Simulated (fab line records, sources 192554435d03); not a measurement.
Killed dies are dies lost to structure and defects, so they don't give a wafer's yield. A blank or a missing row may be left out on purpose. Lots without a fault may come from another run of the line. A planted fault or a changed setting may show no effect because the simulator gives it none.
Chamber matching | flow n5_finfet | N5_BEOL_M6_ETCH_61 on rie_diel-01: 4 sister chambers
The step etches SiARC in CF4, target depth 45.5 nm, time 75.8 s. 8 wafers are shown with their chamber, then 9 later ones without.

WAFERS WITH THEIR CHAMBER
wafer  | chamber | showerhead_plenum_p_Torr (Torr) | throttle_valve_pct (%)
L074.5 | 2       | 2.16                            | 15.71
L081.6 | 1       | 2.18                            | 15.56
L087.2 | 0       | 2.15                            | 15.67
L087.3 | 3       | 2.12                            | 15.92
L087.6 | 0       | 2.15                            | 15.67
L089.1 | 2       | 2.15                            | 15.77
L089.4 | 1       | 2.17                            | 15.57
L089.6 | 3       | 2.12                            | 15.92

WAFERS WITHOUT THEIR CHAMBER
wafer  | showerhead_plenum_p_Torr (Torr) | throttle_valve_pct (%)
L090.3 | 2.11                            | 15.91
L090.4 | 2.15                            | 15.68
L090.6 | 2.17                            | 15.59
L092.3 | 2.17                            | 15.57
L092.5 | 2.14                            | 15.79
L092.6 | 2.11                            | 15.92
L097.3 | 2.14                            | 15.83
L097.4 | 2.16                            | 15.65
L097.5 | 2.14                            | 15.74

WHICH CHAMBER EACH WENT THROUGH
wafer  | from the rows above     | in truth
L090.3 | 3                       | 3
L090.4 | 0                       | 0
L090.6 | 1                       | 1
L092.3 | 1                       | 1
L092.5 | 2                       | 2
L092.6 | 3                       | 3
L097.3 | can't be placed: 2 or 3 | 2
L097.4 | 0                       | 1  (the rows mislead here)
L097.5 | can't be placed: 2 or 0 | 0
Placed correctly: 6 of 9. Can't be placed from these rows: 2 (the true chamber is among the candidates in 2). Placed wrongly: 1.
How it was worked out, from the rows above alone: a wafer's distance from a chamber is the root of the sum, over the readings, of the square of ((its reading less the chamber's mean) divided by the reading's scatter). The wafer belongs to the nearest chamber; if the next one is less than 2 further off, it can't be placed. A chamber's mean is the mean of its shown wafers. The scatter: the root of (the sum of the squares of (reading less its chamber's mean) over the shown wafers, divided by (wafers less chambers)).
